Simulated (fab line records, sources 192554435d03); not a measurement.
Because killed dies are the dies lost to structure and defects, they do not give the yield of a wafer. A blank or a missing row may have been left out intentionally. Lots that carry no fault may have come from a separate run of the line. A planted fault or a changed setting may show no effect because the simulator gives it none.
Comparing a struck lot with a sound one :: flow n5Finfet :: 19 steps out of a route of 1938
Sound: these wafers, L859.2, L859.4, L859.6. The struck wafers were L857.3, L857.4, L857.5. At the end, the cause is stated.
Each step with rows lists, per side, the tool, then ch with its chambers, then its first start. Under that, the readings that differ: sound wafers :: struck wafers :: difference of the means :: sigmas: that difference in standard deviations of wafers without a fault.
alike: readings whose means differ by less than 2 such deviations, and words and numbers that are the same on both sides. not compared: withheld readings, readings that some wafer has no value for, bounds like >300 that may hide the same value, and numbers for which the record gives no deviation and whose values overlap.
The two part at a step that has a row with sigmas, a row that says differs or no value, or rows on one side only. Numbers that have no deviation but don't overlap get no sigmas and don't part them. A reading missing from all wafers of one side parts the sides only when that side holds two or more wafers.

N5_BEOL_M14_ETCH_59: etches BARC in N2/H2, target depth 89 nm, overetch 26.7 nm, time 67.9 s.
  sound on rieDiel-06 ch 1,3, day 15 09:55; struck on rieDiel-03 ch 0,3, day 14 05:39
  alike: drypumpMotorCurrentA, oesProductAu, rfVppV, showerheadPlenumPTorr, throttleValvePct
  not compared: rfHoursCounterH
N5_BEOL_M14_VIA_ETCH_16: etches SiO2 in C4F8/O2/Ar, target depth 1231.3 nm.
  sound on rieDiel-06 ch 1,3, day 15 09:58; struck on rieDiel-03 ch 0,3, day 14 05:42
  alike: drypumpMotorCurrentA, oes_f_703_au, oesProductAu, rfVppV, showerheadPlenumPTorr, throttleValvePct
N5_BEOL_M14_STRIP_63: strips in O2.
  sound: rieDiel-06 ch 1,3; struck: rieDiel-03 ch 0,3
  alike: drypumpMotorCurrentA, oesProductAu, rfVppV, showerheadPlenumPTorr, tempC, throttleValvePct
  not compared: rfHoursCounterH
N5_BEOL_M14_STRIP_64: strips in O2.
  sound: rieDiel-06 ch 1,3; struck: rieDiel-03 ch 0,3
  alike: drypumpMotorCurrentA, oesProductAu, rfVppV, showerheadPlenumPTorr, tempC, throttleValvePct
  not compared: rfHoursCounterH
then, 2 steps without rows for these wafers: N5_BEOL_M14_STRIP_71 (strips in post etch residue remover, time 60 s); N5_BEOL_M14_SRD_72 (time 30 s, dry time 30 s).
N5_BEOL_M14_CD_MEAS_17 targets a cd of 250 nm.
  sound: cdSem-01 at day 15 10:19; struck: cdSem-01 at day 14 06:03
  alike: cdNm
then, 5 steps without rows for these wafers: N5_BEOL_M14_COAT_65 (time 60 s, resist thk 450 nm); N5_BEOL_M14_COAT_66 (time 60 s, resist thk 110 nm); N5_BEOL_M14_COAT_22 (resist thk 300 nm); N5_BEOL_M14_EBR_24; N5_BEOL_M14_SOFTBAKE_23 (time 60 s).
N5_BEOL_M14_EXPOSE_25: exposes mask M14, target cd 280 nm.
  sound on krfScanner-01 ch 0, day 15 10:36; struck on krfScanner-02 ch 0, day 14 06:13
reading: model.BEOL_M14.overlayXNm (nm)
sound: -2.4 -2.4 -2.4
struck: 31.8 31.8 31.8
difference: +34.2
sigmas: 
  alike: mask
then, 3 steps without rows for these wafers: N5_BEOL_M14_PEB_26 (peb time 90 s); N5_BEOL_M14_DEVELOP_27 (develop time 45 s); N5_BEOL_M14_HARDBAKE_32 (time 120 s).
N5_BEOL_M14_CD_MEAS_28 targets a cd of 284.4 nm.
  sound on cdSem-01 ch 0, day 15 10:46; struck on cdSem-01 ch 0, day 14 06:23
  alike: cdNm
N5_BEOL_M14_OVL_MEAS_29:
  sound on overlay-01 ch 0, day 15 10:48; struck on overlay-02 ch 0, day 14 06:25
reading: M14_OVL (nm)
sound: 3 3 4
struck: 33 29 29
difference: +27
sigmas: +5
N5_BEOL_M14_INSPECT_30: inspects for defects (macro).
  sound: defectInspect-02 at day 15 10:49; struck: defectInspect-02 at day 14 06:26
  alike: rawDefectCount

## WHERE THEY PART
Within this record, at N5_BEOL_M14_OVL_MEAS_29 only. Later steps at which nothing parts them and some readings are alike: N5_BEOL_M14_INSPECT_30.

WHY: the cause the simulator had injected
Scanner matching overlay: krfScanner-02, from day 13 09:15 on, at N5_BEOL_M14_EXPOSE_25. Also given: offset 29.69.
